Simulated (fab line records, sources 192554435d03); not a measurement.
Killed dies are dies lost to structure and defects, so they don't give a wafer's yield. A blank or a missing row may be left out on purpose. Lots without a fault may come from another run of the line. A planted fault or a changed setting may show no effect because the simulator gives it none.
fab line records | flow n5_finfet
record lots=24 wafers=72 last_day=18
route steps=1938 shown BEOL_M5@1172 BEOL_M6@1195
lots that met no fault: from a run of the same line without faults
start_h: hours from the record's first day to the start of the lot's first wafer shown | wait_h: hours since the lot's step before | " the same as in the row above | L1.1+2: a row that stands for several wafers | - no value, or no start given | * or withheld: withheld | < > ~ a bound
route shown NAME@n: a module of which the file shows steps, and the number in the route of the first | usual: mean/standard deviation of fault-free wafers | same: alike in all rows | chamber/n: place in a boat | sites: the reading at each site | _std_site: their standard deviation | _edge_site: outer sites' mean less inner sites' | radius_mm: how far each site lies from the wafer's centre | mask NAME#n: copy n | behind: the tool/chamber that last shaped the wafer | hold: why the lot was held/for how many hours/how that ended | device: the transistor (n, p or np) that didn't switch | end of line: the same wafers' tests at the end of the route | a step without rows: its recipe alone | killed: dies lost to structure and defects at the first sort, not the wafer's yield | map: a wafer's dies, x killed, . not, _ none there
set.NAME: the setting as run; set.NAME@STEP: as run at that earlier step | model.NAME: the simulator's own value behind a step, which no gauge read
steps of the route over a sample of lots; a table a step, a row a wafer
services: from which hour (start_h, from the record's first day; less than 0 if before it) a tool's chamber was out of use, for how many hours, and why
## steps
# step N5_BEOL_M5_ALD_86
# recipe material=TaN target_thk_a=* temp_c=275 ald_precursor_family=PDMAT ald_co_reactant=NH3 pressure_torr=3 carrier_flow_sccm=1500 pulse_time_s=2 purge_time_s=3 co_reactant_purge_time_s=2 co_reactant_pulse_time_s=3 ald_cycles=30 precursor_vessel_temp_c=75 precursor_vessel_pressure_torr=26.25 precursor_vessel_carrier_sccm=1000
# usual heater_power_w=425/44
# columns lot.wafer tool chamber start_h wait_h heater_power_w
L074.2 ald_metal-03 2 175.18 0.0 515
L074.3 " 3 " " 382
L074.4 " 0 " " 384
L075.1 ald_metal-03 3 175.78 0.1 373
L075.2 " 0 " " 389
L075.3 " 2 " " 528
L076.1 ald_metal-03 3 182.57 0.2 362
L076.2 " 2 " " 515
L076.5 " 1 " " 409
L077.3 ald_metal-03 1 191.50 0.0 406
L077.4 " 0 " " 392
L077.6 " 2 " " 526
L078.4 ald_metal-03 1 198.66 0.1 409
L078.5 " 1 " " 408
L078.6 " 2 " " 519
L080.1 ald_metal-04 0 207.82 0.1 466
L080.3 " 1 " " 421
L080.4 " 3 " " 387
L079.2 ald_metal-04 0 209.77 0.1 468
L079.3 " 2 " " 429
L079.6 " 2 " " 430
L081.1 ald_metal-03 2 215.68 0.1 516
L081.2 " 0 " " 387
L081.6 " 0 " " 388
L082.2 ald_metal-02 3 219.11 0.1 404
L082.4 " 1 " " 415
L082.5 " 3 " " 404
L084.1 ald_metal-04 1 227.78 0.0 419
L084.5 " 0 " " 478
L084.6 " 3 " " 391
L083.3 ald_metal-04 3 232.72 0.0 391
L083.4 " 1 " " 409
L083.5 " 0 " " 463
L085.2 ald_metal-03 2 237.46 0.0 510
L085.4 " 0 " " 389
L085.5 " 0 " " 388
L086.2 ald_metal-03 3 247.00 0.1 368
L086.3 " 1 " " 403
L086.6 " 2 " " 506
L087.2 ald_metal-04 1 261.99 0.1 418
L087.3 " 0 " " 472
L087.5 " 3 " " 408
L088.1 ald_metal-02 0 265.37 0.0 457
L088.4 " 2 " " 400
L088.5 " 0 " " 451
L090.2 ald_metal-03 1 266.98 0.1 399
L090.3 " 0 " " 381
L090.5 " 3 " " 370
L092.1 ald_metal-02 1 270.24 0.1 420
L092.2 " 2 " " 405
L092.3 " 3 " " 398
L089.2 ald_metal-03 3 270.98 0.1 369
L089.3 " 2 " " 520
L089.6 " 3 " " 358
L091.1 ald_metal-02 1 272.99 0.1 409
L091.4 " 3 " " 406
L091.5 " 3 " " 398
L093.3 ald_metal-02 2 290.66 0.0 410
L093.5 " 1 " " 419
L093.6 " 0 " " 465
L094.1 ald_metal-04 0 291.51 0.1 470
L094.4 " 3 " " 400
L094.5 " 3 " " 402
L096.1 ald_metal-03 2 305.67 0.0 524
L096.2 " 0 " " 389
L096.4 " 1 " " 413
L097.2 ald_metal-02 1 313.70 0.0 407
L097.4 " 2 " " 407
L097.5 " 0 " " 462
L095.2 ald_metal-04 0 316.10 0.2 460
L095.4 " 2 " " 438
L095.6 " 1 " " 413
# step N5_BEOL_M5_SURFACE_TREAT_87
# recipe gas=Ar time_s=* ion_energy_ev=* ion_current_ma_cm2=0.5 pressure_mtorr=* ar_flow_sccm=30
# usual throttle_valve_pct=*
# columns lot.wafer tool chamber start_h wait_h throttle_valve_pct
L074.2 pvd_sputter-01 - 175.46 0.2 *
L074.3 " - " " *
L074.4 " - " " *
L075.1 pvd_sputter-01 - 177.56 1.7 *
L075.2 " - " " *
L075.3 " - " " *
L076.1 pvd_sputter-03 - 182.79 0.1 *
L076.2 " - " " *
L076.5 " - " " *
L077.3 pvd_sputter-01 - 191.84 0.2 *
L077.4 " - " " *
L077.6 " - " " *
L078.4 pvd_sputter-03 - 198.92 0.2 *
L078.5 " - " " *
L078.6 " - " " *
L080.1 pvd_sputter-01 - 208.23 0.3 *
L080.3 " - " " *
L080.4 " - " " *
L079.2 pvd_sputter-03 - 210.07 0.2 *
L079.3 " - " " *
L079.6 " - " " *
L081.1 pvd_sputter-03 - 217.56 1.8 *
L081.2 " - " " *
L081.6 " - " " *
L082.2 pvd_sputter-03 - 219.61 0.4 *
L082.4 " - " " *
L082.5 " - " " *
L084.1 pvd_sputter-01 - 228.01 0.1 *
L084.5 " - " " *
L084.6 " - " " *
L083.3 pvd_sputter-02 - 233.02 0.2 *
L083.4 " - " " *
L083.5 " - " " *
L085.2 pvd_sputter-03 - 237.72 0.2 *
L085.4 " - " " *
L085.5 " - " " *
L086.2 pvd_sputter-03 - 247.25 0.1 *
L086.3 " - " " *
L086.6 " - " " *
L087.2 pvd_sputter-02 - 262.32 0.2 *
L087.3 " - " " *
L087.5 " - " " *
L088.1 pvd_sputter-03 - 265.66 0.2 *
L088.4 " - " " *
L088.5 " - " " *
L090.2 pvd_sputter-01 - 267.73 0.6 *
L090.3 " - " " *
L090.5 " - " " *
L092.1 pvd_sputter-02 - 270.48 0.1 *
L092.2 " - " " *
L092.3 " - " " *
L089.2 pvd_sputter-02 - 271.52 0.4 *
L089.3 " - " " *
L089.6 " - " " *
L091.1 pvd_sputter-01 - 273.24 0.1 *
L091.4 " - " " *
L091.5 " - " " *
L093.3 pvd_sputter-03 - 290.89 0.1 *
L093.5 " - " " *
L093.6 " - " " *
L094.1 pvd_sputter-03 - 291.89 0.3 *
L094.4 " - " " *
L094.5 " - " " *
L096.1 pvd_sputter-02 - 305.94 0.2 *
L096.2 " - " " *
L096.4 " - " " *
L097.2 pvd_sputter-01 - 313.93 0.1 *
L097.4 " - " " *
L097.5 " - " " *
L095.2 pvd_sputter-02 - 316.39 0.2 *
L095.4 " - " " *
L095.6 " - " " *
# step N5_BEOL_M5_ANNEAL_84
# recipe temp_c=400 time_s=1800 ambient=vacuum
# usual heater_power_w=825/85
# columns lot.wafer tool chamber start_h wait_h heater_power_w
L074.2 pvd_sputter-03 - 179.35 0.0 790
L074.3 " - " " 770
L074.4 " - " " 711
L075.1 pvd_sputter-02 - 180.08 0.0 781
L075.2 " - " " 867
L075.3 " - " " 1026
L076.1 pvd_sputter-03 - 185.26 0.0 884
L076.2 " - " " 699
L076.5 " - " " 851
L077.3 pvd_sputter-03 - 194.35 0.0 709
L077.4 " - " " 784
L077.6 " - " " 800
L078.4 pvd_sputter-03 - 201.52 0.0 852
L078.5 " - " " 839
L078.6 " - " " 783
L080.1 pvd_sputter-01 - 210.70 0.0 697
L080.3 " - " " 871
L080.4 " - " " 804
L079.2 pvd_sputter-03 - 212.61 0.0 856
L079.3 " - " " 803
L079.6 " - " " 713
L081.1 pvd_sputter-01 - 220.04 0.0 856
L081.2 " - " " 688
L081.6 " - " " 821
L082.2 pvd_sputter-03 - 222.35 0.0 786
L082.4 " - " " 818
L082.5 " - " " 753
L084.1 pvd_sputter-02 - 230.55 0.0 813
L084.5 " - " " 1011
L084.6 " - " " 866
L083.3 pvd_sputter-02 - 235.56 0.0 794
L083.4 " - " " 1012
L083.5 " - " " 863
L085.2 pvd_sputter-03 - 240.19 0.0 805
L085.4 " - " " 698
L085.5 " - " " 779
L086.2 pvd_sputter-01 - 249.81 0.0 810
L086.3 " - " " 856
L086.6 " - " " 686
L087.2 pvd_sputter-01 - 265.56 0.0 783
L087.3 " - " " 856
L087.5 " - " " 885
L088.1 pvd_sputter-02 - 268.31 0.0 887
L088.4 " - " " 1034
L088.5 " - " " 796
L090.2 pvd_sputter-01 - 270.31 0.0 852
L090.3 " - " " 852
L090.5 " - " " 785
L092.1 pvd_sputter-03 - 273.03 0.0 810
L092.2 " - " " 724
L092.3 " - " " 860
L089.2 pvd_sputter-02 - 274.05 0.0 873
L089.3 " - " " 997
L089.6 " - " " 873
L091.1 pvd_sputter-01 - 276.07 0.0 875
L091.4 " - " " 694
L091.5 " - " " 854
L093.3 pvd_sputter-02 - 293.41 0.0 1006
L093.5 " - " " 789
L093.6 " - " " 873
L094.1 pvd_sputter-03 - 294.95 0.0 810
L094.4 " - " " 704
L094.5 " - " " 810
L096.1 pvd_sputter-03 - 308.43 0.0 706
L096.2 " - " " 775
L096.4 " - " " 801
L095.2 pvd_sputter-01 - 319.14 0.0 790
L095.4 " - " " 866
L095.6 " - " " 810
L097.2 pvd_sputter-03 - 329.00 0.0 858
L097.4 " - " " 817
L097.5 " - " " 767
# step N5_BEOL_M5_ANNEAL_89
# recipe temp_c=400 time_s=1800 ambient=vacuum
# usual heater_power_w=824/83
# columns lot.wafer tool chamber start_h wait_h heater_power_w
L074.2 pvd_sputter-03 - 180.43 0.0 828
L074.3 " - " " 784
L074.4 " - " " 696
L075.1 pvd_sputter-02 - 181.16 0.0 796
L075.2 " - " " 860
L075.3 " - " " 997
L076.1 pvd_sputter-03 - 186.35 0.0 856
L076.2 " - " " 728
L076.5 " - " " 846
L077.3 pvd_sputter-03 - 195.43 0.0 710
L077.4 " - " " 802
L077.6 " - " " 798
L078.4 pvd_sputter-03 - 202.60 0.0 884
L078.5 " - " " 869
L078.6 " - " " 771
L080.1 pvd_sputter-01 - 211.79 0.0 677
L080.3 " - " " 871
L080.4 " - " " 809
L079.2 pvd_sputter-03 - 213.69 0.0 861
L079.3 " - " " 782
L079.6 " - " " 712
L081.1 pvd_sputter-01 - 221.13 0.0 874
L081.2 " - " " 681
L081.6 " - " " 781
L082.2 pvd_sputter-03 - 223.43 0.0 775
L082.4 " - " " 801
L082.5 " - " " 775
L084.1 pvd_sputter-02 - 231.63 0.0 802
L084.5 " - " " 999
L084.6 " - " " 873
L083.3 pvd_sputter-02 - 236.65 0.0 794
L083.4 " - " " 999
L083.5 " - " " 876
L085.2 pvd_sputter-03 - 241.28 0.0 778
L085.4 " - " " 703
L085.5 " - " " 775
L086.2 pvd_sputter-01 - 250.90 0.0 807
L086.3 " - " " 861
L086.6 " - " " 695
L087.2 pvd_sputter-01 - 266.65 0.0 826
L087.3 " - " " 857
L087.5 " - " " 870
L088.1 pvd_sputter-02 - 269.39 0.0 873
L088.4 " - " " 994
L088.5 " - " " 807
L090.2 pvd_sputter-01 - 271.39 0.0 848
L090.3 " - " " 882
L090.5 " - " " 805
L092.1 pvd_sputter-03 - 274.12 0.0 806
L092.2 " - " " 707
L092.3 " - " " 848
L089.2 pvd_sputter-02 - 275.14 0.0 862
L089.3 " - " " 977
L089.6 " - " " 866
L091.1 pvd_sputter-01 - 277.16 0.0 840
L091.4 " - " " 694
L091.5 " - " " 844
L093.3 pvd_sputter-02 - 294.50 0.0 1022
L093.5 " - " " 809
L093.6 " - " " 894
L094.1 pvd_sputter-03 - 296.03 0.0 804
L094.4 " - " " 686
L094.5 " - " " 815
L096.1 pvd_sputter-03 - 309.52 0.0 710
L096.2 " - " " 778
L096.4 " - " " 802
L095.2 pvd_sputter-01 - 320.31 0.1 803
L095.4 " - " " 867
L095.6 " - 321.32 1.0 811
L097.2 pvd_sputter-03 - 330.08 0.0 842
L097.4 " - " " 781
L097.5 " - " " 793
# step N5_BEOL_M5_ANNEAL_51
# recipe temp_c=225 time_s=90 ambient=N2
# usual anneal_temp_c=224.99/0.16 anneal_temp_c_max=226.4/0.41 wafer_temp_C_max=225.94/0.21
# columns lot.wafer tool chamber start_h wait_h anneal_temp_c anneal_temp_c_max wafer_temp_C_max
L074.2 rtp_anneal-01 0 181.83 0.2 225.14 226.5 226.34
L074.3 " 0 " " 225.04 226.7 225.89
L074.4 " 0 " " 224.93 226.4 226.27
L075.1 rtp_anneal-02 0 182.37 0.1 225.20 226.2 225.94
L075.2 " 0 " " 225.05 226.4 225.83
L075.3 " 0 " " 225.08 226.3 225.79
L076.1 rtp_anneal-01 0 187.56 0.1 224.80 226.2 226.56
L076.2 " 0 " " 224.90 226.8 225.93
L076.5 " 0 " " 224.95 226.3 225.90
L077.3 rtp_anneal-01 0 196.73 0.1 225.17 226.5 225.95
L077.4 " 0 " " 224.89 226.5 225.84
L077.6 " 0 " " 225.03 226.4 225.97
L078.4 rtp_anneal-01 0 203.95 0.2 224.97 226.5 226.00
L078.5 " 0 " " 225.12 226.6 225.65
L078.6 " 0 " " 224.95 227.4 225.92
L080.1 rtp_anneal-01 0 213.05 0.1 225.30 227.0 226.01
L080.3 " 0 " " 224.99 226.7 226.08
L080.4 " 0 " " 225.16 227.1 226.16
L079.2 rtp_anneal-01 0 214.95 0.1 224.61 225.8 225.50
L079.3 " 0 " " 225.02 226.6 225.95
L079.6 " 0 " " 224.86 226.3 226.04
L081.1 rtp_anneal-02 0 222.34 0.1 224.98 226.4 225.72
L081.2 " 0 " " 224.74 225.8 226.30
L081.6 " 0 " " 224.86 226.2 226.14
L082.2 rtp_anneal-02 0 224.69 0.1 225.16 226.2 226.04
L082.4 " 0 " " 225.22 226.3 225.89
L082.5 " 0 " " 224.99 226.0 225.84
L084.1 rtp_anneal-01 0 232.84 0.1 224.96 226.4 226.33
L084.5 " 0 " " 225.16 226.7 226.50
L084.6 " 0 " " 225.25 226.5 226.08
L083.3 rtp_anneal-01 0 238.46 0.6 225.08 226.7 225.82
L083.4 " 0 " " 224.86 226.3 225.90
L083.5 " 0 " " 224.84 226.2 226.04
L085.2 rtp_anneal-02 0 242.53 0.1 225.01 226.0 225.91
L085.4 " 0 " " 225.25 226.2 226.19
L085.5 " 0 " " 225.00 226.0 226.17
L086.2 rtp_anneal-01 0 252.15 0.1 225.45 226.7 226.13
L086.3 " 0 " " 225.12 226.5 225.88
L086.6 " 0 " " 225.29 226.6 225.90
L087.2 rtp_anneal-02 0 267.90 0.1 224.89 226.3 225.71
L087.3 " 0 " " 225.13 226.1 225.86
L087.5 " 0 " " 224.97 225.8 226.10
L088.1 rtp_anneal-01 0 270.60 0.1 224.95 226.4 225.60
L088.4 " 0 " " 224.89 226.5 226.11
L088.5 " 0 " " 224.93 226.2 225.76
L090.2 rtp_anneal-01 0 272.65 0.1 224.89 226.7 226.22
L090.3 " 0 " " 225.13 226.7 225.57
L090.5 " 0 " " 225.00 226.4 226.02
L092.1 rtp_anneal-02 0 275.33 0.1 224.93 225.8 225.73
L092.2 " 0 " " 225.38 226.5 225.86
L092.3 " 0 " " 225.03 226.0 225.63
L089.2 rtp_anneal-01 0 276.39 0.1 224.88 226.9 226.45
L089.3 " 0 " " 225.00 227.1 225.86
L089.6 " 0 " " 224.77 226.6 225.57
L091.1 rtp_anneal-02 0 278.37 0.1 224.84 225.8 225.63
L091.4 " 0 " " 224.96 226.2 225.95
L091.5 " 0 " " 225.12 226.6 226.19
L093.3 rtp_anneal-02 0 295.80 0.1 224.86 225.8 225.64
L093.5 " 0 " " 224.74 225.8 225.96
L093.6 " 0 " " 224.96 226.1 226.03
L094.1 rtp_anneal-01 0 297.58 0.3 224.89 227.6 226.01
L094.4 " 0 " " 225.11 226.9 225.98
L094.5 " 0 " " 224.87 227.1 225.92
L096.1 rtp_anneal-02 0 310.73 0.1 225.07 225.9 225.94
L096.2 " 0 " " 224.82 225.7 225.98
L096.4 " 0 " " 224.99 226.1 225.70
L095.2 rtp_anneal-01 0 322.65 0.1 225.05 226.6 226.23
L095.4 " 0 " " 225.12 226.5 226.03
L095.6 " 0 " " 225.16 227.0 225.91
L097.2 rtp_anneal-02 0 331.34 0.1 224.90 226.1 225.88
L097.4 " 0 " " 224.95 226.0 225.90
L097.5 " 0 " " 224.75 225.9 225.94
# step N5_BEOL_M6_CURE_74
# recipe temp_c=385 time_s=240 ambient=He/Ar material=SiCOH_lowk
# usual lamp_power_pct=52.32/0.054 wafer_temp_C_max=386.9/0.61
# columns lot.wafer tool chamber start_h wait_h lamp_power_pct wafer_temp_C_max
L074.2 uv_cure-01 1 182.95 0.1 52.30 387.9
L074.3 " 1 " " 52.38 386.6
L074.4 " 1 " " 52.20 386.9
L075.1 uv_cure-03 0 183.62 0.0 52.28 386.4
L075.2 " 0 " " 52.30 386.6
L075.3 " 0 " " 52.35 386.7
L076.1 uv_cure-01 0 188.54 0.0 52.45 386.2
L076.2 " 0 " " 52.35 386.8
L076.5 " 0 " " 52.34 386.6
L077.3 uv_cure-03 1 197.78 0.2 52.30 388.2
L077.4 " 1 " " 52.33 387.8
L077.6 " 1 " " 52.31 387.9
L078.4 uv_cure-03 0 205.29 0.5 52.38 387.0
L078.5 " 0 " " 52.46 386.3
L078.6 " 0 " " 52.26 387.0
L080.1 uv_cure-03 2 214.06 0.0 52.34 386.4
L080.3 " 2 " " 52.33 387.0
L080.4 " 2 " " 52.33 386.8
L079.2 uv_cure-03 2 216.18 0.2 52.33 386.2
L079.3 " 2 " " 52.32 386.2
L079.6 " 2 " " 52.37 385.7
L081.1 uv_cure-02 0 223.32 0.0 52.34 387.6
L081.2 " 0 " " 52.30 386.8
L081.6 " 0 " " 52.34 386.3
L082.2 uv_cure-02 0 226.17 0.6 52.27 387.3
L082.4 " 0 " " 52.31 386.6
L082.5 " 0 " " 52.33 386.9
L084.1 uv_cure-02 1 233.82 0.0 52.23 387.4
L084.5 " 1 " " 52.32 387.4
L084.6 " 1 " " 52.30 387.8
L083.3 uv_cure-02 1 239.68 0.3 52.36 387.9
L083.4 " 1 " " 52.36 387.2
L083.5 " 1 " " 52.27 387.6
L085.2 uv_cure-02 0 243.56 0.1 52.39 387.2
L085.4 " 0 " " 52.32 386.2
L085.5 " 0 " " 52.36 386.7
L086.2 uv_cure-02 0 253.18 0.1 52.32 386.8
L086.3 " 0 " " 52.24 387.2
L086.6 " 0 " " 52.41 387.2
L087.2 uv_cure-01 2 268.91 0.1 52.41 387.3
L087.3 " 2 " " 52.33 387.3
L087.5 " 2 " " 52.29 387.8
L088.1 uv_cure-03 1 271.58 0.0 52.37 388.1
L088.4 " 1 " " 52.29 387.9
L088.5 " 1 " " 52.30 387.9
L090.2 uv_cure-03 2 273.66 0.1 52.37 386.4
L090.3 " 2 " " 52.32 386.3
L090.5 " 2 " " 52.26 386.6
L092.1 uv_cure-02 2 276.31 0.0 52.34 386.3
L092.2 " 2 " " 52.29 386.0
L092.3 " 2 " " 52.24 386.0
L089.2 uv_cure-02 1 277.63 0.1 52.27 388.0
L089.3 " 1 " " 52.31 387.0
L089.6 " 1 " " 52.35 387.8
L091.1 uv_cure-03 0 279.57 0.1 52.18 387.3
L091.4 " 0 " " 52.29 386.6
L091.5 " 0 " " 52.34 386.7
L093.3 uv_cure-03 2 296.85 0.2 52.35 386.4
L093.5 " 2 " " 52.35 387.4
L093.6 " 2 " " 52.35 387.3
L094.1 uv_cure-02 2 298.56 0.0 52.34 386.5
L094.4 " 2 " " 52.30 386.6
L094.5 " 2 " " 52.34 386.3
L096.1 uv_cure-02 2 312.23 0.0 52.26 385.9
L096.2 " 2 " " 52.33 386.3
L096.4 " 2 " " 52.39 386.1
L095.2 uv_cure-02 1 323.78 0.2 52.36 387.5
L095.4 " 1 " " 52.38 387.4
L095.6 " 1 " " 52.24 387.2
L097.2 uv_cure-03 2 332.52 0.3 52.29 386.7
L097.4 " 2 " " 52.28 387.0
L097.5 " 2 " " 52.42 386.0
## services
# columns tool chamber start_h hours kind
ald_metal-02 2 164.26 5.3 repair
ald_metal-04 - 164.62 28.1 pm
uv_cure-01 - 177.16 1.0 pm
uv_cure-02 - 198.43 7.5 pm
uv_cure-03 - 205.77 1.0 pm
ald_metal-03 - 216.93 8.7 pm
ald_metal-04 - 228.99 1.1 repair
uv_cure-02 - 229.35 2.1 pm
uv_cure-01 - 233.67 7.5 pm
uv_cure-03 - 241.28 22.2 pm
ald_metal-04 1 272.02 8.0 repair
ald_metal-03 3 303.65 25.9 repair
## key
fault none
